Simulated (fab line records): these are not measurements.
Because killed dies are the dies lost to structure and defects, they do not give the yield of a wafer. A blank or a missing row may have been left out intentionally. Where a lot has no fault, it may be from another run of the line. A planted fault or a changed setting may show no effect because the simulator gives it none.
Matching of chambers    flow nand_harc    NHARC_A_CHANNEL_FILL_D2_ETCHBACK_20 on rie_diel-13 has 4 sister chambers
The step etches the open film in C4F8/O2/Ar, target depth 27 nm, time 13.5 s. 8 wafers are shown with their chamber, then 7 later ones without.

## WAFERS PAIRED WITH THEIR CHAMBERS
wafer   chamber  rf_vpp_V (V)  oes_product_au (a.u.)
L075.4  1        985           1.014
L075.6  2        985           0.989
L077.1  2        984           0.994
L080.3  0        971           0.988
L080.4  3        973           0.991
L080.6  3        974           0.992
L081.4  1        987           1.024
L081.5  0        972           1.006

## WAFERS MISSING THEIR CHAMBER
wafer   rf_vpp_V (V)  oes_product_au (a.u.)
L081.6  972           1.018
L084.2  972           1.019
L084.3  973           0.998
L084.4  984           0.998
L089.1  982           0.984
L089.2  972           1.010
L089.3  971           0.991

## WHICH CHAMBER EACH ONE RAN IN
wafer   from the rows above      in truth
L081.6  can't be placed: 0 or 3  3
L084.2  can't be placed: 0 or 3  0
L084.3  can't be placed: 3 or 0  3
L084.4  2                        2
L089.1  2                        2
L089.2  can't be placed: 0 or 3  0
L089.3  can't be placed: 0 or 3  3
Correctly placed: 2 of 7. Not placeable from these rows: 5 (in 5, the candidates include the true chamber). Number placed wrongly: 0.
How it was worked out, from the rows above alone: a wafer's distance from a chamber is the root of the sum, over the readings, of the square of ((its reading less the chamber's mean) divided by the reading's scatter). The wafer belongs to the nearest chamber; if the next one is less than 2 further off, it can't be placed. The mean given for a chamber averages the wafers shown for that chamber. How the scatter is found: for the shown wafers, subtract from each reading the mean of its chamber, square and add these, divide the total by (wafers less chambers), then take the root.
